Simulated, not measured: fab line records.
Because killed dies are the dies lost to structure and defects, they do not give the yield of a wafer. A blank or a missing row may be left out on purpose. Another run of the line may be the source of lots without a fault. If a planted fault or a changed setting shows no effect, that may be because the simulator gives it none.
The same fault as seen by 2 desks / flow n5 finfet / numbers are kept per desk, each desk with only its own; the story behind them comes last

FROM THE METROLOGY DESK
Lot by lot, what the gauges showed, no matter which tool ran the lot: averages of those sampled wafers that carry a number. Any lot whose mean is over 4 standard deviations away from the usual mean is out of limits and marked OUT; that distance is given in the brackets. Only the readings that lie furthest out on some lot appear, 7 of the 10 it has.
Columns: A = DIBL_N at N5_BEOL_M4_RC_MEAS_101, usual 36.7 mV/V; B = DIBL_P at N5_BEOL_M4_RC_MEAS_101, usual 37.4 mV/V; C = ION_N at N5_BEOL_M4_RC_MEAS_101, usual 683 uA/um; D = ION_P at N5_BEOL_M4_RC_MEAS_101, usual 467 uA/um; E = SS_N at N5_BEOL_M4_RC_MEAS_101, usual 71.7 mV/dec; F = SS_P at N5_BEOL_M4_RC_MEAS_101, usual 73.5 mV/dec; G = VT_N at N5_BEOL_M4_RC_MEAS_101, usual 249 mV
lot=L723; first seen here=day 7 13:15; A=35.7; B=37.6; C=673; D=461; E=71.7; F=73.9; G=250
lot=L725; first seen here=day 8 05:15; A=39.1; B=39.1; C=685; D=465; E=72.1; F=73.8; G=249
lot=L724; first seen here=day 8 08:13; A=36.8; B=36.5; C=690; D=472; E=71.4; F=73.2; G=249
lot=L727; first seen here=day 8 22:30; A=35.2; B=33.9; C=665; D=452; E=71.3; F=72.4; G=253
lot=L728; first seen here=day 9 03:58; A=37.2; B=39.3; C=681; D=473; E=71.9; F=74.2; G=251
lot=L729; first seen here=day 9 09:02; A=36.6; B=36.6; C=680; D=470; E=71.7; F=73.3; G=248
lot=L736; first seen here=day 11 04:23; A=40.0; B=40.9; C=694; D=470; E=73.0; F=74.2; G=247
lot=L737; first seen here=day 11 11:25; A=39.2; B=40.0; C=697; D=476; E=72.4; F=73.9; G=243
lot=L740; first seen here=day 11 20:03; A=33.8; B=36.0; C=662; D=461; E=70.8; F=73.1; G=256
lot=L743; first seen here=day 12 21:37; A=36.0; B=38.1; C=666; D=452; E=71.7; F=73.3; G=249
Result from this desk: across the 10 lots, nothing is out of limits.

THE TOOL OWNER'S DESK: cvd w-02
The tool's own readings at N5_HKMG_FIN_ALD_72 (deposits W, target thk 2 nm, pulse time 1 s, purge time 2 s): means of the sampled wafers that have a number, for each lot that ran on this tool. Any lot whose mean is over 4 standard deviations away from the usual mean is out of limits and marked OUT; that distance is given in the brackets.
Columns: A = chamber pressure Torr at N5_HKMG_FIN_ALD_72, usual 7.501 Torr; B = heater power w at N5_HKMG_FIN_ALD_72, usual 473 W; C = precursor pulse height rel at N5_HKMG_FIN_ALD_72, usual 0.999
lot=L723; first seen here=day 4 09:05; A=7.501; B=457; C=1.000
lot=L724; first seen here=day 4 18:13; A=7.509; B=450; C=0.994
lot=L728; first seen here=day 5 11:52; A=7.500; B=464; C=1.007
lot=L736; first seen here=day 7 15:22; A=7.503; B=458; C=1.019
lot=L737; first seen here=day 7 21:04; A=7.487; B=462; C=1.011
Result from this desk: across the 5 lots, nothing is out of limits.

ALL TOGETHER
At the metrology desk, nothing out of limits was observed.
The desk of the tool owner found nothing out of limits.

WHAT THE SIMULATOR HAD PUT IN
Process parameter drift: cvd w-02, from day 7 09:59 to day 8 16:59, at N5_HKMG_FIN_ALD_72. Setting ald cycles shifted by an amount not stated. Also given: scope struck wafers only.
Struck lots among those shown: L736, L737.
